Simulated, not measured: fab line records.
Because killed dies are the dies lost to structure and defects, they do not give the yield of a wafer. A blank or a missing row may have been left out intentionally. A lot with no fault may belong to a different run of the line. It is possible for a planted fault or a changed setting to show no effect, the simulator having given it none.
Split-lot experiment + flow n5Finfet + 21 wafers read from 7 lots, route of 1938 steps

## THE SPLIT ITSELF
At N5_BEOL_M0_SAQP_ETCH_107 (etches SiNx in CH3F/O2, target depth 30 nm), the setting sourceW was moved away from the recipe's 395 W on 8 of the 21 wafers read, by -17.6% to +15.4%. All remaining wafers had this setting at the recipe value.

The split's own step is where the reading is taken.

## THE READING
rfVppV, in V, at N5_BEOL_M0_SAQP_ETCH_107 (etches SiNx in CH3F/O2, target depth 30 nm). Fault-free wafers of this fab line usually give 298.2 V, standard deviation 2.6 V.

| wafer  | tool, chamber at the split | sourceW as run, W | against the recipe | rfVppV, V | against lot-mates on the recipe |
|--------|----------------------------|-------------------|--------------------|-----------|---------------------------------|
| L075.1 | rieDiel-01, 2              | 395               | recipe             | 302.0     | -                               |
| L075.2 | rieDiel-01, 1              | 395               | recipe             | 295.0     | -                               |
| L075.3 | rieDiel-01, 0              | 456               | +15.4%             | 280.9     | -17.6                           |
| L076.2 | rieDiel-03, 1              | 374.4             | -5.2%              | 308.2     | +9.1                            |
| L076.4 | rieDiel-03, 2              | 374.4             | -5.2%              | 308.7     | +9.6                            |
| L076.6 | rieDiel-03, 1              | 395               | recipe             | 299.1     | -                               |
| L081.2 | rieDiel-06, 1              | 395               | recipe             | 298.1     | -                               |
| L081.3 | rieDiel-06, 3              | 395               | recipe             | 299.2     | -                               |
| L081.6 | rieDiel-06, 0              | 395               | recipe             | 297.2     | -                               |
| L086.1 | rieDiel-03, 2              | 395               | recipe             | 300.0     | -                               |
| L086.3 | rieDiel-03, 3              | 395               | recipe             | 297.2     | -                               |
| L086.5 | rieDiel-03, 2              | 395               | recipe             | 299.1     | -                               |
| L087.3 | rieDiel-06, 2              | 423               | +7.1%              | 282.2     | -17.1                           |
| L087.4 | rieDiel-06, 3              | 395               | recipe             | 299.3     | -                               |
| L087.5 | rieDiel-06, 1              | 423               | +7.1%              | 290.0     | -9.3                            |
| L091.2 | rieDiel-03, 1              | 343.6             | -13.0%             | 322.5     | +22.5                           |
| L091.3 | rieDiel-03, 0              | 395               | recipe             | 299.8     | -                               |
| L091.4 | rieDiel-03, 2              | 395               | recipe             | 300.2     | -                               |
| L092.1 | rieDiel-03, 1              | 395               | recipe             | 299.3     | -                               |
| L092.4 | rieDiel-03, 1              | 325.6             | -17.6%             | 328.6     | +29.3                           |
| L092.6 | rieDiel-03, 0              | 325.6             | -17.6%             | 328.5     | +29.2                           |

FIT RESULTS
A straight line over all 21 wafers: rfVppV changes by -1.6 V for each +1% of sourceW; r = -0.98; the points scatter about the line by 2.6 V.
The same after taking each lot's own level away (the mean of its wafers on the recipe; 21 wafers): -1.58 V for each +1%; r = -0.98; scatter 2.5 V.
Per that fit: largest sourceW move, reading shift of 28 V.
Across the lots, their own levels run from 298.17 to 300.00 V, a range of 0.7 times the standard deviation given above.
The two slopes agree, so the slope changes little with the lot-to-lot level.
Check: for one of the wafers moved furthest among these (-17.6%), held out of the fit, the line's prediction against its lot-mates is +27.8 V. It came out at +29.3 V against them.
Tool readings at the split's step, against how far the setting was moved: rfVppV r = -0.98.

## OTHER SPLITS APPLIED TO THESE WAFERS
Other splits were also applied to these wafers ahead of the reading. Each is held against what the fit with the lots' levels taken away leaves over:
| other split on the same wafers      | wafers away from the commonest value | r with rfVppV (lot level and that fit taken away) |
|-------------------------------------|--------------------------------------|---------------------------------------------------|
| N5_MOL_CONTACT_COAG_COAT_64 spinRpm | 4                                    | +0.19                                             |

## THE WHOLE CHAIN: every reading that the file lists as answering this split, in the file's order
| step                     | what it does                               | reading                                                                      | change (the file's fit)               | r (the file's) |
|--------------------------|--------------------------------------------|------------------------------------------------------------------------------|---------------------------------------|----------------|
| N5_BEOL_M0_SAQP_ETCH_107 | etches SiNx in CH3F/O2, target depth 30 nm | rfVppV                                                                       | -1.54 V for each +1% of the setting   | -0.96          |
| N5_BEOL_M0_SAQP_ETCH_107 | etches SiNx in CH3F/O2, target depth 30 nm | BEOL_M0_SAQP.featureDepthNm (the simulator's own value, which no gauge read) | +0.113 nm for each +1% of the setting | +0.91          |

## FILE'S OWN FIT
rfVppV changes by -1.54 V for each +1% of sourceW, r = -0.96.
